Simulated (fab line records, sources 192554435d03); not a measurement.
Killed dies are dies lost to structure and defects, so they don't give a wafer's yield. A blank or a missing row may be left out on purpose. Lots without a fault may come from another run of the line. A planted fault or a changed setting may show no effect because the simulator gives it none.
fab line records | flow n5_finfet
record lots=7 wafers=21
route steps=1938 shown DUMMY_GATE@228 SD_EPI_P@295 SD_ACTIVATION@331 HKMG_FIN@386 MOL_CONTACT_COAG@537
start_h: hours from the record's first day to the start of the lot's first wafer shown | wait_h: hours since the lot's step before | " the same as in the row above | L1.1+2: a row that stands for several wafers | - no value, or no start given | * or withheld: withheld | < > ~ a bound
route shown NAME@n: a module of which the file shows steps, and the number in the route of the first | usual: mean/standard deviation of fault-free wafers | same: alike in all rows | chamber/n: place in a boat | sites: the reading at each site | _std_site: their standard deviation | _edge_site: outer sites' mean less inner sites' | radius_mm: how far each site lies from the wafer's centre | mask NAME#n: copy n | behind: the tool/chamber that last shaped the wafer | hold: why the lot was held/for how many hours/how that ended | device: the transistor (n, p or np) that didn't switch | end of line: the same wafers' tests at the end of the route | a step without rows: its recipe alone | killed: dies lost to structure and defects at the first sort, not the wafer's yield | map: a wafer's dies, x killed, . not, _ none there
set.NAME: the setting as run; set.NAME@STEP: as run at that earlier step | model.NAME: the simulator's own value behind a step, which no gauge read
lots whose settings were changed on purpose; a table a step, a row a wafer
## steps
# step N5_DUMMY_GATE_EXPOSE_12
# recipe mask_id=GATE na=0.33 source_shape=annular sigma_inner=0.2 sigma_outer=0.6 polarization=unpolarized target_cd_nm=25 dose_mj=34
# columns lot.wafer tool chamber start_h wait_h mask set.dose_mj
L076.1+3+5 euv_scanner-02 0 58.08 - GATE#0 34
L077.2+6 euv_scanner-02 0 63.53 - GATE#0 34
L077.3 " 0 " " GATE#0 35.42
L078.3+6 euv_scanner-01 0 69.24 - GATE#0 34
L078.4 " 0 " " GATE#0 34.98
L080.3 euv_scanner-01 0 85.27 - GATE#0 34
L080.4+5 " 0 " " GATE#0 32.08
L083.3+5+6 euv_scanner-01 0 103.10 - GATE#0 34
L086.1+3+5 euv_scanner-02 0 122.56 - GATE#0 35.21
L091.1+3+4 euv_scanner-01 0 147.63 - GATE#0 34
# step N5_DUMMY_GATE_PEB_13
# recipe peb_temp_c=100 peb_time_s=60 resist=CAR-EUV
# step N5_DUMMY_GATE_DEVELOP_14
# recipe develop_time_s=30 developer=TMAH resist=CAR-EUV rinse_liquid=surfactant_rinse dry=air_spin dev_temp_c=23
# step N5_DUMMY_GATE_CD_MEAS_15
# recipe target_cd_nm=25.8 landing_energy_ev=500 detector=se_inlens
# usual cd_nm=25.05/0.23
# columns lot.wafer tool chamber start_h wait_h set.dose_mj@DUMMY_GATE_EXPOSE_12 cd_nm
L076.1 cd_sem-02 0 58.20 - 34 24.88
L076.3 " 0 " " 34 25.05
L076.5 " 0 " " 34 25.05
L077.2 cd_sem-03 0 63.65 - 34 25.05
L077.3 " 0 " " 35.42 24.32
L077.6 " 0 " " 34 25.17
L078.3 cd_sem-02 0 69.36 - 34 24.57
L078.4 " 0 " " 34.98 24.03
L078.6 " 0 " " 34 24.71
L080.3 cd_sem-01 0 85.39 - 34 25.19
L080.4 " 0 " " 32.08 26.20
L080.5 " 0 " " 32.08 25.83
L083.3 cd_sem-03 0 103.22 - 34 25.04
L083.5 " 0 " " 34 25.02
L083.6 " 0 " " 34 24.82
L086.1 cd_sem-02 0 122.68 - 35.21 24.70
L086.3 " 0 " " 35.21 24.87
L086.5 " 0 " " 35.21 24.50
L091.1 cd_sem-01 0 147.76 - 34 25.01
L091.3 " 0 " " 34 25.33
L091.4 " 0 " " 34 25.13
# step N5_DUMMY_GATE_STRIP_38
# recipe chemistry=N2/H2 temp_c=40 n2_flow_sccm=200 h2_flow_sccm=200 rf_frequency_hz=6e+07
# step N5_DUMMY_GATE_STRIP_39
# recipe chemistry=N2/H2 temp_c=40 n2_flow_sccm=200 h2_flow_sccm=200 rf_frequency_hz=6e+07
# step N5_DUMMY_GATE_TRIM_49
# recipe chemistry=O2 resist=SOC time_s=29 target_cd_nm=14 source_power_w=300 bias_power_w=0 O2_flow_sccm=100 temp_c=20
# columns lot.wafer tool chamber start_h wait_h set.dose_mj@DUMMY_GATE_EXPOSE_12 model.DUMMY_GATE.cd_nm
L076.1 rie_si-01 0 58.56 0.0 34 13.6
L076.3+5 " 1,2 " " 34 13.8
L077.2 rie_si-04 3 64.55 0.0 34 14.8
L077.3 " 1 " " 35.42 13
L077.6 " 0 " " 34 14
L078.3+6 rie_si-01 1,3 69.72 0.0 34 14
L078.4 " 0 " " 34.98 13.4
L080.3 rie_si-06 0 85.89 0.0 34 13.8
L080.4 " 2 " " 32.08 14.8
L080.5 " 3 " " 32.08 15
L083.3+5 rie_si-04 3 103.57 0.0 34 14.2
L083.6 " 0 " " 34 13.8
L086.1 rie_si-06 3 123.04 0.0 35.21 13.8
L086.3 " 1 " " 35.21 13.6
L086.5 " 3 " " 35.21 13.4
L091.1 rie_si-01 2 148.16 0.0 34 14.2
L091.3+4 " 0,3 " " 34 14
# step N5_SD_EPI_P_COAT_34
# recipe resist=SOC temp_c=250 time_s=60 spin_rpm=1500 resist_thk_nm=350
# columns lot.wafer tool chamber start_h wait_h set.spin_rpm model.SOC_of_SD_EPI_P_COAT_34.thk_nm
L076.1 litho_track-04 0 64.72 0.0 1500 351.2
L076.3+5 " 0 " " 1500 351.6
L077.2 litho_track-04 0 71.57 0.0 1628 336.6
L077.3 " 0 " " 1500 350.6
L077.6 " 0 " " 1628 337
L078.3 litho_track-04 0 75.95 0.0 1500 349.6
L078.4 " 0 " " 1500 349.2
L078.6 " 0 " " 1500 348.2
L080.3+5 litho_track-05 0 92.58 0.0 1500 348.8
L080.4 " 0 " " 1500 350.4
L083.3 litho_track-05 0 109.68 0.0 1500 349.8
L083.5 " 0 " " 1574 340.4
L083.6 " 0 " " 1574 341
L086.1 litho_track-05 0 129.24 0.0 1500 350.4
L086.3 " 0 " " 1562 342
L086.5 " 0 " " 1500 349.6
L091.1 litho_track-01 0 154.08 0.0 1500 351.4
L091.3 " 0 " " 1350 372.4
L091.4 " 0 " " 1500 351.8
# step N5_SD_EPI_P_PEB_07
# recipe peb_temp_c=110 peb_time_s=60 resist=CAR-ArF-block
# columns lot.wafer tool chamber start_h wait_h set.peb_time_s
L076.1+3+5 litho_track-01 0 64.90 0.1 60
L077.2+3+6 litho_track-01 0 71.87 0.0 60
L078.3+4+6 litho_track-04 0 76.25 0.0 60
L080.3+4 litho_track-04 0 92.88 0.0 60
L080.5 " 0 " " 49.75
L083.3 litho_track-05 0 109.98 0.0 49.94
L083.5+6 " 0 " " 60
L086.1+5 litho_track-04 0 129.41 0.1 67.51
L086.3 " 0 " " 60
L091.1+3+4 litho_track-01 0 154.38 0.1 60
# step N5_SD_EPI_P_DEVELOP_08
# recipe develop_time_s=30 developer=TMAH resist=CAR-ArF-block dev_temp_c=23 rinse_liquid=diw dry=air_spin
# step N5_SD_EPI_P_CD_MEAS_09
# recipe target_cd_nm=240 landing_energy_ev=500 detector=se_inlens
# usual cd_nm=239.7/0.83
# columns lot.wafer tool chamber start_h wait_h set.peb_time_s@SD_EPI_P_PEB_07 cd_nm
L076.1 cd_sem-03 0 64.97 - 60 238.8
L076.3 " 0 " " 60 239.7
L076.5 " 0 " " 60 239.0
L077.2 cd_sem-03 0 71.93 - 60 238.1
L077.3 " 0 " " 60 239.4
L077.6 " 0 " " 60 238.7
L078.3 cd_sem-01 0 76.32 - 60 240.1
L078.4 " 0 " " 60 240.0
L078.6 " 0 " " 60 241.1
L080.3 cd_sem-02 0 92.95 - 60 240.1
L080.4 " 0 " " 60 240.7
L080.5 " 0 " " 49.75 231.9
L083.3 cd_sem-01 0 110.05 - 49.94 234.3
L083.5 " 0 " " 60 240.4
L083.6 " 0 " " 60 241.1
L086.1 cd_sem-02 0 129.48 - 67.51 243.5
L086.3 " 0 " " 60 239.5
L086.5 " 0 " " 67.51 243.2
L091.1 cd_sem-01 0 154.45 - 60 239.9
L091.3 " 0 " " 60 239.8
L091.4 " 0 " " 60 240.9
# step N5_SD_EPI_P_DESCUM_14
# recipe chemistry=O2 time_s=7.9 source_power_w=50 bias_power_w=20 pressure_mtorr=20 rf_frequency_hz=2.712e+07 temp_c=40 resist=CAR-ArF-block o2_flow_sccm=225
# columns lot.wafer tool chamber start_h wait_h set.peb_time_s@SD_EPI_P_PEB_07 model.SD_EPI_P.cd_nm
L076.1+5 rie_diel-04 0 65.37 0.3 60 239.2
L076.3 " 2 " " 60 239.6
L077.2 rie_diel-03 3 72.02 0.0 60 238.2
L077.3 " 2 " " 60 239.4
L077.6 " 3 " " 60 239
L078.3 rie_diel-02 0 76.40 0.0 60 240.6
L078.4 " 1 " " 60 239.8
L078.6 " 2 " " 60 240.8
L080.3 rie_diel-03 1 93.04 0.0 60 240.2
L080.4 " 3 " " 60 240.4
L080.5 " 0 " " 49.75 232
L083.3 rie_diel-03 0 110.47 0.4 49.94 234.6
L083.5 " 2 " " 60 240.4
L083.6 " 3 " " 60 241
L086.1+5 rie_diel-03 1,3 129.58 0.0 67.51 243.4
L086.3 " 3 " " 60 239.6
L091.1+3 rie_diel-03 0,2 154.54 0.0 60 239.8
L091.4 " 3 " " 60 240.8
# step N5_SD_EPI_P_ETCH_36
# recipe chemistry=CF4 target=SiARC target_depth_a=455 mask_material=CAR-ArF-block time_s=75.8 ion_energy_ev=80 pressure_mtorr=40 source_w=545 bias_w=36 Ar_flow_sccm=100 cf4_flow_sccm=100 ends=cleared
# columns lot.wafer tool chamber start_h wait_h set.peb_time_s@SD_EPI_P_PEB_07 model.SD_EPI_P.cd_nm
L076.1+5 rie_diel-04 0 65.40 0.0 60 239.2
L076.3 " 2 " " 60 239.8
L077.2 rie_diel-03 3 72.06 0.0 60 238
L077.3 " 2 " " 60 239.6
L077.6 " 3 " " 60 239
L078.3 rie_diel-02 0 76.44 0.0 60 240.4
L078.4 " 1 " " 60 239.8
L078.6 " 2 " " 60 240.8
L080.3 rie_diel-03 1 93.07 0.0 60 240
L080.4 " 3 " " 60 240.4
L080.5 " 0 " " 49.75 231.8
L083.3 rie_diel-03 0 110.50 0.0 49.94 234
L083.5 " 2 " " 60 240.2
L083.6 " 3 " " 60 241
L086.1+5 rie_diel-03 1,3 129.61 0.0 67.51 243.2
L086.3 " 3 " " 60 239.4
L091.1 rie_diel-03 0 154.57 0.0 60 239.6
L091.3 " 2 " " 60 239.8
L091.4 " 3 " " 60 241
# step N5_SD_EPI_P_ETCH_37
# recipe chemistry=N2/H2 target=SOC overetch_a=1080 mask_material=SiARC temp_c=40 ion_energy_ev=100 source_w=3000 bias_w=133 pressure_mtorr=20 time_s=486 n2_flow_sccm=200 h2_flow_sccm=200 ends=end_point
# columns lot.wafer tool chamber start_h wait_h set.peb_time_s@SD_EPI_P_PEB_07 model.SD_EPI_P.cd_nm
L076.1+5 rie_diel-04 0 65.46 0.0 60 238.4
L076.3 " 2 " " 60 240
L077.2 rie_diel-03 3 72.11 0.0 60 238.4
L077.3 " 2 " " 60 239.8
L077.6 " 3 " " 60 240.2
L078.3 rie_diel-02 0 76.49 0.0 60 240.6
L078.4 " 1 " " 60 240.8
L078.6 " 2 " " 60 240.4
L080.3 rie_diel-03 1 93.13 0.0 60 240.2
L080.4 " 3 " " 60 240.8
L080.5 " 0 " " 49.75 230.2
L083.3 rie_diel-03 0 110.56 0.0 49.94 232
L083.5 " 2 " " 60 241.8
L083.6 " 3 " " 60 241.2
L086.1 rie_diel-03 1 129.67 0.0 67.51 243
L086.3 " 3 " " 60 240
L086.5 " 3 " " 67.51 243.8
L091.1 rie_diel-03 0 154.63 0.0 60 238.4
L091.3+4 " 2,3 " " 60 240.2
# step N5_SD_EPI_P_STRIP_38
# recipe chemistry=N2/H2 temp_c=40 n2_flow_sccm=200 h2_flow_sccm=200 rf_frequency_hz=6e+07
# step N5_SD_EPI_P_ETCHBACK_46
# recipe chemistry=CH3F/O2 mode=anisotropic_etchback target=SiNx target_depth_a=175 stop_on=SiO2 over_etch_frac=0.3 ion_energy_ev=120 pressure_mtorr=30 source_w=395 bias_w=73 Ar_flow_sccm=150 CH3F_flow_sccm=30 O2_flow_sccm=20
# step N5_SD_EPI_P_ETCH_47
# recipe chemistry=CH3F/O2 target=SiOCN target_depth_a=250 mask_material=SOC ion_energy_ev=60 bias_w=29 pressure_mtorr=30 source_w=410 Ar_flow_sccm=150 CH3F_flow_sccm=30 O2_flow_sccm=20
# columns lot.wafer tool chamber start_h wait_h set.peb_time_s@SD_EPI_P_PEB_07 model.SD_EPI_P.cd_nm
L076.1+5 rie_diel-04 0 65.88 0.1 60 238.2
L076.3 " 2 " " 60 239.8
L077.2 rie_diel-03 3 72.54 0.1 60 238.4
L077.3 " 2 " " 60 240
L077.6 " 3 " " 60 240.2
L078.3+4 rie_diel-02 0,1 76.92 0.1 60 240.6
L078.6 " 2 " " 60 240.4
L080.3 rie_diel-03 1 93.55 0.1 60 240
L080.4 " 3 " " 60 240.8
L080.5 " 0 " " 49.75 230.2
L083.3 rie_diel-03 0 110.98 0.1 49.94 232.2
L083.5 " 2 " " 60 241.8
L083.6 " 3 " " 60 241.2
L086.1 rie_diel-03 1 130.09 0.1 67.51 243
L086.3 " 3 " " 60 239.8
L086.5 " 3 " " 67.51 243.8
L091.1 rie_diel-03 0 155.05 0.1 60 238.4
L091.3 " 2 " " 60 240.2
L091.4 " 3 " " 60 240
# step N5_SD_ACTIVATION_LSA_01
# recipe temp_c=1080 time_s=0.0008 ambient=N2
# usual wafer_temp_C_max=1084.5/1.2
# columns lot.wafer tool chamber start_h wait_h set.temp_c wafer_temp_C_max
L076.1 laser_anneal-01 0 69.49 0.2 1080 1085.4
L076.3 " 0 " " 1080 1083.7
L076.5 " 0 " " 1080 1083.7
L077.2 laser_anneal-01 0 76.00 0.2 1104 1109.5
L077.3 " 0 " " 1104 1108.8
L077.6 " 0 " " 1080 1084.2
L078.3 laser_anneal-01 0 81.89 0.2 1080 1084.9
L078.4 " 0 " " 1080 1084.5
L078.6 " 0 " " 1059 1064.5
L080.3 laser_anneal-01 0 98.13 0.2 1080 1085.4
L080.4 " 0 " " 1080 1085.1
L080.5 " 0 " " 1080 1084.9
L083.3 laser_anneal-02 0 114.47 0.2 1080 1084.8
L083.5 " 0 " " 1080 1083.4
L083.6 " 0 " " 1104 1107.1
L086.1 laser_anneal-01 0 133.89 0.2 1052 1057.6
L086.3 " 0 " " 1052 1058.2
L086.5 " 0 " " 1080 1084.6
L091.1 laser_anneal-02 0 159.34 0.2 1080 1083.3
L091.3 " 0 " " 1080 1083.4
L091.4 " 0 " " 1080 1082.9
# step N5_SD_ACTIVATION_RS_MEAS_03
# recipe thk_meas_gauge=four-point-probe
# usual RS_SD_N=21.93/0.3 RS_SD_P=56.2/1
# columns lot.wafer tool chamber start_h wait_h set.temp_c@SD_ACTIVATION_LSA_01 RS_SD_N[ohm/sq] RS_SD_P[ohm/sq]
L076.1 film_metro-02 - 69.69 0.2 1080 21.60 56.5
L076.3 " - " " 1080 21.30 55.9
L076.5 " - " " 1080 21.40 55.9
L077.2 film_metro-01 - 76.19 0.2 1104 19.57 56.5
L077.3 " - " " 1104 19.51 56.8
L077.6 " - " " 1080 21.66 56.5
L078.3 film_metro-01 - 82.07 0.2 1080 22.22 57.5
L078.4 " - " " 1080 22.34 57.3
L078.6 " - " " 1059 24.86 58.9
L080.3 film_metro-01 - 98.32 0.2 1080 21.97 56.1
L080.4 " - " " 1080 22.23 54.9
L080.5 " - " " 1080 22.33 55.1
L083.3 film_metro-02 - 114.66 0.2 1080 22.15 54.9
L083.5 " - " " 1080 22.21 54.4
L083.6 " - " " 1104 19.49 54.2
L086.1 film_metro-01 - 134.09 0.2 1052 24.27 56.3
L086.3 " - " " 1052 24.19 55.7
L086.5 " - " " 1080 21.51 56.6
L091.1 film_metro-01 - 159.54 0.2 1080 21.72 54.8
L091.3 " - " " 1080 22.00 55.4
L091.4 " - " " 1080 21.89 55.1
# step N5_HKMG_FIN_HK_ALD_01
# recipe material=HfO2 target_thk_a=16 temp_c=withheld ald_precursor_family=HfCl4 ald_co_reactant=H2O pulse_time_s=3 purge_time_s=3 co_reactant_purge_time_s=2.5 co_reactant_pulse_time_s=0.3 ald_cycles=30
# columns lot.wafer tool chamber start_h wait_h set.ald_cycles
L076.1+3+5 ald_hk-03 0,1,1 83.78 0.0 30
L077.2+3+6 ald_hk-03 1,3,1 88.06 0.0 30
L078.3+4+6 ald_hk-03 2,3,0 93.71 0.0 30
L080.3+4+5 ald_hk-03 1,2,1 111.53 0.0 28
L083.3+6 ald_hk-01 0 126.78 0.0 27
L083.5 " 1 " " 30
L086.1 ald_hk-02 0 145.97 0.0 30
L086.3+5 " 3,1 " " 25
L091.1+3+4 ald_hk-02 3,0,2 171.14 0.0 30
# step N5_HKMG_FIN_HK_ANNEAL_02
# recipe temp_c=700 time_s=30 ambient=N2 idle_temp_c=600 ramp_up_c_per_s=150 ramp_down_c_per_s=60 cool_to_c=600
# step N5_HKMG_FIN_ALD_74
# recipe material=La2O3 target_thk_a=5 temp_c=250 ald_precursor_family=La-Cp ald_co_reactant=O3 pulse_time_s=6 co_reactant_pulse_time_s=1 purge_time_s=3 co_reactant_purge_time_s=3
# step N5_HKMG_FIN_WET_ETCH_82
# recipe chemistry=dHCl mix=1:10000 temp_c=25 target=La2O3 stop_on=HfO2 target_depth_nm=2 dry=ipa_marangoni rinse_time_s=30 rinse_temp_c=23
# step N5_HKMG_FIN_ALD_36
# recipe material=TiN target_thk_a=10 temp_c=400 ald_precursor_family=TiCl4 ald_co_reactant=NH3 pulse_time_s=1 purge_time_s=3 co_reactant_purge_time_s=2 co_reactant_pulse_time_s=2 ald_cycles=47 pressure_torr=3
# step N5_HKMG_FIN_THK_MEAS_70
# recipe thk_meas_gauge=xrf reads=HfO2_of_HKMG_FIN_HK_ALD_01
# usual HK_THK=1.583/0.019
# columns lot.wafer tool chamber start_h wait_h set.ald_cycles@HKMG_FIN_HK_ALD_01 HK_THK[nm]
L076.1 film_metro-01 - 87.30 0.2 30 1.607
L076.3 " - " " 30 1.584
L076.5 " - " " 30 1.596
L077.2 film_metro-01 - 91.61 0.3 30 1.602
L077.3 " - " " 30 1.596
L077.6 " - " " 30 1.584
L078.3 film_metro-02 - 97.19 0.2 30 1.532
L078.4 " - " " 30 1.567
L078.6 " - " " 30 1.603
L080.3 film_metro-02 - 115.22 0.2 28 1.509
L080.4 " - " " 28 1.415
L080.5 " - " " 28 1.471
L083.3 film_metro-02 - 130.38 0.2 27 1.433
L083.5 " - " " 30 1.574
L083.6 " - " " 27 1.411
L086.1 film_metro-01 - 149.80 0.2 30 1.582
L086.3 " - " " 25 1.341
L086.5 " - " " 25 1.332
L091.1 film_metro-01 - 174.66 0.2 30 1.601
L091.3 " - " " 30 1.577
L091.4 " - " " 30 1.577
# step N5_HKMG_FIN_ETCH_31
# recipe chemistry=CF4 target=SiARC target_depth_a=455 mask_material=CAR-ArF time_s=75.8 ion_energy_ev=80 pressure_mtorr=40 source_w=545 bias_w=36 Ar_flow_sccm=100 cf4_flow_sccm=100 ends=cleared
# usual rf_vpp_V=184.4/1.1
# columns lot.wafer tool chamber start_h wait_h set.bias_w rf_vpp_V
L076.1 rie_diel-05 0 88.18 0.0 36 185.2
L076.3 " 2 " " 36 185.7
L076.5 " 0 " " 36 183.4
L077.2 rie_diel-06 2 92.61 0.0 36 185.3
L077.3 " 0 " " 34.19 180.4
L077.6 " 3 " " 34.19 178.4
L078.3 rie_diel-06 2 98.08 0.0 36 185.5
L078.4 " 0 " " 38.76 194.2
L078.6 " 3 " " 38.76 192.8
L080.3 rie_diel-01 3 116.45 0.0 32.56 173.7
L080.4 " 2 " " 32.56 174.1
L080.5 " 2 " " 36 185.6
L083.3 rie_diel-01 2 131.37 0.0 36 184.8
L083.5 " 2 " " 36 185.2
L083.6 " 3 " " 38.81 193.5
L086.1 rie_diel-05 2 151.07 0.0 36 185.5
L086.3 " 0 " " 36 182.1
L086.5 " 2 " " 36 184.1
L091.1 rie_diel-06 1 175.66 0.0 36 184.4
L091.3 " 2 " " 33.33 174.5
L091.4 " 0 " " 33.33 174.1
# step N5_MOL_CONTACT_COAG_ETCH_15
# recipe chemistry=CH3F/O2 target=SiNx target_depth_a=70 mask_material=SOC stop_on=Si:P over_etch_frac=0.75 ion_energy_ev=120 pressure_mtorr=30 source_w=395 bias_w=73 Ar_flow_sccm=150 CH3F_flow_sccm=30 O2_flow_sccm=20
# usual rf_vpp_V=301/4.6
# columns lot.wafer tool chamber start_h wait_h set.source_w rf_vpp_V
L076.1 rie_diel-05 3 102.33 0.0 395 297
L076.3 " 2 " " 395 306
L076.5 " 2 " " 395 305
L077.2 rie_diel-01 2 105.41 0.0 395 297
L077.3 " 1 " " 459.4 276
L077.6 " 3 " " 395 303
L078.3 rie_diel-06 2 110.41 0.0 334.5 327
L078.4 " 0 " " 395 302
L078.6 " 0 " " 395 303
L080.3 rie_diel-05 1 128.90 0.0 395 310
L080.4 " 3 " " 433.8 285
L080.5 " 1 " " 433.8 297
L083.3 rie_diel-01 0 143.52 0.0 395 306
L083.5 " 0 " " 395 306
L083.6 " 2 " " 395 296
L086.1 rie_diel-06 0 165.22 0.0 395 301
L086.3 " 2 " " 395 302
L086.5 " 1 " " 395 294
L091.1 rie_diel-05 0 189.70 0.0 395 298
L091.3 " 3 " " 371.1 305
L091.4 " 2 " " 395 305
## key
split step=N5_DUMMY_GATE_EXPOSE_12 setting=dose_mj stated=34 by=wafer
response step=N5_DUMMY_GATE_CD_MEAS_15 reading=cd_nm change=-0.169 per=1% r=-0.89
response step=N5_DUMMY_GATE_TRIM_49 reading=model.DUMMY_GATE.cd_nm change=-0.239 per=1% r=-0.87
split step=N5_SD_EPI_P_COAT_34 setting=spin_rpm stated=1500 by=wafer
response step=N5_SD_EPI_P_COAT_34 reading=model.SOC_of_SD_EPI_P_COAT_34.thk_nm change=-1.88 per=1% r=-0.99
split step=N5_SD_EPI_P_PEB_07 setting=peb_time_s stated=60 by=wafer
response step=N5_SD_EPI_P_CD_MEAS_09 reading=cd_nm change=+0.413 per=1% r=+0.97
response step=N5_SD_EPI_P_DESCUM_14 reading=model.SD_EPI_P.cd_nm change=+0.4 per=1% r=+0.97
response step=N5_SD_EPI_P_ETCH_36 reading=model.SD_EPI_P.cd_nm change=+0.414 per=1% r=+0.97
response step=N5_SD_EPI_P_ETCH_37 reading=model.SD_EPI_P.cd_nm change=+0.518 per=1% r=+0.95
response step=N5_SD_EPI_P_ETCH_47 reading=model.SD_EPI_P.cd_nm change=+0.514 per=1% r=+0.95
split step=N5_SD_ACTIVATION_LSA_01 setting=temp_c stated=1080 by=wafer
response step=N5_SD_ACTIVATION_LSA_01 reading=wafer_temp_C_max change=* per=1% r=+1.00
response step=N5_SD_ACTIVATION_RS_MEAS_03 reading=RS_SD_N change=-1.12 per=1% r=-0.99
split step=N5_HKMG_FIN_HK_ALD_01 setting=ald_cycles stated=30 by=wafer
response step=N5_HKMG_FIN_THK_MEAS_70 reading=HK_THK change=+0.0148 per=1% r=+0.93
split step=N5_HKMG_FIN_ETCH_31 setting=bias_w stated=36 by=wafer
response step=N5_HKMG_FIN_ETCH_31 reading=rf_vpp_V change=+1.18 per=1% r=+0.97
split step=N5_MOL_CONTACT_COAG_ETCH_15 setting=source_w stated=395 by=wafer
response step=N5_MOL_CONTACT_COAG_ETCH_15 reading=rf_vpp_V change=-1.53 per=1% r=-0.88
